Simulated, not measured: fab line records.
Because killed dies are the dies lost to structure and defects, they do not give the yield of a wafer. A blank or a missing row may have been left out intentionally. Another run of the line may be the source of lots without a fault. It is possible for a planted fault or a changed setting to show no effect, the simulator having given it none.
Matching of chambers -- flow nandHarc -- NHARC_A_CHANNEL_FILL_D1_ALD_16 on aldHk-01 has 4 sister chambers
The step deposits SiO2, target thk 1.5 nm, pulse time 10 s, ald cycles 15. 4 wafers are shown with their chamber, then 8 later ones without.

WAFERS, EACH WITH ITS CHAMBER
wafer,chamber,heaterPowerW (W)
L730.1,0,454
L730.2,2,476
L730.4,1,497
L731.1,3,543

WAFERS WITH NO CHAMBER GIVEN
wafer,heaterPowerW (W)
L731.3,468
L731.5,482
L732.2,460
L732.5,450
L732.6,492
L733.1,449
L733.4,468
L733.5,525

WHICH CHAMBER EACH ONE RAN IN
wafer,from the rows above,in truth
L731.3,can't be placed: 2 or 0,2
L731.5,can't be placed: 2 or 1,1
L732.2,can't be placed: 0 or 2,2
L732.5,0,0
L732.6,can't be placed: 1 or 2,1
L733.1,0,0
L733.4,can't be placed: 2 or 0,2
L733.5,can't be placed: 3 or 1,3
Correct placement for 2 of the 8. Cannot be placed on the basis of these rows: 6; the candidates contain the true chamber in 6. Number placed wrongly: 0.
How it was worked out, from the rows above alone: a wafer's distance from a chamber is the root of the sum, over the readings, of the square of ((its reading less the chamber's mean) divided by the reading's scatter). The wafer belongs to the nearest chamber; if the next one is less than 2 further off, it can't be placed. Each chamber's mean is taken over the wafers shown for it. The scatter (one wafer shown for each chamber): square how far every hidden wafer sits from the nearest shown wafer, average those squares and take the square root.
